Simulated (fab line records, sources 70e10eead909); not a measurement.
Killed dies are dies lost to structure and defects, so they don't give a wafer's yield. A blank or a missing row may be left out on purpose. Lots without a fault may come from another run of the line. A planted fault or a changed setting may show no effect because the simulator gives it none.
A struck lot beside a sound one | flow nand_harc | 14 steps out of a route of 1302
Sound: wafers L148.3, L148.4, L148.6. Struck: wafers L160.1, L160.2, L160.3. The cause comes at the end.
At each step with rows: each side's tool, then ch and its chambers, then its first start. Under that, the readings that differ: sound wafers | struck wafers | difference of the means | sigmas: that difference in standard deviations of wafers without a fault.
alike: readings whose means differ by less than 2 such deviations, and words and numbers that are the same on both sides. not compared: withheld readings, readings that some wafer has no value for, bounds like >300 that may hide the same value, and numbers for which the record gives no deviation and whose values overlap.
The two part at a step that has a row with sigmas, a row that says differs or no value, or rows on one side only. Numbers that don't overlap but have no deviation are shown without sigmas and don't part them. A reading that every wafer of one side lacks parts them only if that side has two wafers or more.

NHARC_A_DECK1_JOINT_ETCHBACK_00: etches the open film in HBr, target depth 30 nm, time 17.4 s.
  sound on rie_si-05 ch 2,3, day 12 03:10; struck on rie_si-04 ch 0,2,3, day 17 05:38
  alike: drypump_motor_current_A, hbr_flow_sccm, oes_product_au, throttle_valve_pct
  not compared: rf_hours_counter_h
then, 8 steps without rows for these wafers: NHARC_A_DECK1_JOINT_PRECLEAN_30 (cleans in SC1); NHARC_A_DECK1_JOINT_SRD_31; NHARC_A_DECK1_JOINT_CVD_34 (deposits SiNx, target thk 20 nm); NHARC_A_DECK1_JOINT_DEP_06 (deposits SiOx, target thk 80 nm); NHARC_A_DECK1_JOINT_CURE_26 (time 32 s); NHARC_A_DECK1_JOINT_ANNEAL_27 (time 3600 s); NHARC_A_DECK1_JOINT_ANNEAL_28 (time 1800 s); NHARC_A_DECK1_JOINT_ANNEAL_29 (time 1800 s).
NHARC_A_DECK1_JOINT_CMP_02: polishes SiOx.
  sound on cmp-04 ch 1,2,3, day 13 00:37; struck on cmp-03 ch 1,2,3, day 18 07:22
  alike: motor_current_A, slurry_flow_ml_min
then, 1 step without rows for these wafers: NHARC_A_DECK1_JOINT_SRD_15.
NHARC_A_DECK1_JOINT_DEP_16: deposits SiO2, target thk 45 nm.
  sound on pecvd-03 ch 0,2, day 13 01:00; struck on pecvd-03 ch 0,1,2, day 18 07:55
  reading              | sound             | struck               | difference | sigmas
  rf_fwd_power_W (W)   | 892.8 894.9 896.0 | 1256.6 1253.0 1258.8 | +361.6     | +99 or more
  showerhead_vpp_V (V) | 1908 1881 1923    | 2227 2298 2112       | +308       | +3
  alike: chamber_pressure_Torr, flow_sccm, heater_power_outer_w, heater_power_w, throttle_valve_pct
  not compared: since_wet_clean_h
NHARC_A_DECK1_JOINT_THK_MEAS_17: measures by ellipsometry.
  sound on film_metro-02, day 13 01:14; struck on film_metro-02, day 18 08:11
  reading     | sound          | struck         | difference | sigmas
  thk_nm (nm) | 43.8 45.4 45.0 | 48.6 51.8 49.7 | +5.3       | +5
NHARC_A_DECK1_JOINT_INSPECT_05:
  sound on defect_inspect-01, day 13 01:16; struck on defect_inspect-02, day 18 08:14
  alike: raw_defect_count

WHERE THEY PART
First at NHARC_A_DECK1_JOINT_DEP_16; last, within this record, at NHARC_A_DECK1_JOINT_THK_MEAS_17. Later steps at which nothing parts them and some readings are alike: NHARC_A_DECK1_JOINT_INSPECT_05.

WHY: what the simulator had put in
Process parameter drift: pecvd-03, from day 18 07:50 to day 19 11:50, at NHARC_A_DECK1_JOINT_DEP_16. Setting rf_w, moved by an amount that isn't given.
